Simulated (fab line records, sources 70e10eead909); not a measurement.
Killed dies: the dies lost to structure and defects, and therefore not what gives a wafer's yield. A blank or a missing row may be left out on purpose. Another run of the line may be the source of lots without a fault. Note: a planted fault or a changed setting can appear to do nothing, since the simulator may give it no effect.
Matching of chambers | flow nand_harc | pecvd-02 running NHARC_P_M0_PRE_CLEAN_31: 3 sister chambers
The step time 12 s. 3 wafers are shown with their chamber, then 7 later ones without.

## EACH WAFER AND ITS CHAMBER
wafer  | chamber | heater_power_w (W)
L088.3 | 1       | 547
L091.1 | 2       | 629
L091.3 | 0       | 570

## WAFERS MISSING THEIR CHAMBER
wafer  | heater_power_w (W)
L091.5 | 569
L092.1 | 587
L092.2 | 667
L092.5 | 687
L097.1 | 586
L097.2 | 641
L097.3 | 602

## CHAMBER TAKEN BY EACH
wafer  | from the rows above          | in truth
L091.5 | can't be placed: 0 or 1 or 2 | 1
L092.1 | can't be placed: 0 or 1 or 2 | 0
L092.2 | can't be placed: 2 or 0      | 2
L092.5 | can't be placed: 2 or 0      | 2
L097.1 | can't be placed: 0 or 1 or 2 | 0
L097.2 | can't be placed: 2 or 0      | 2
L097.3 | can't be placed: 2 or 0 or 1 | 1
Correctly placed: 0 of 7. Not placeable from these rows: 7 (in 7, the candidates include the true chamber). Wrongly placed: 0.
How it was worked out, from the rows above alone: a wafer's distance from a chamber is the root of the sum, over the readings, of the square of ((its reading less the chamber's mean) divided by the reading's scatter). The wafer belongs to the nearest chamber; if the next one is less than 2 further off, it can't be placed. Each chamber's mean is taken over the wafers shown for it. The scatter: with one shown wafer a chamber, the root of the mean of the squares of how far each hidden wafer lies from its nearest shown one.
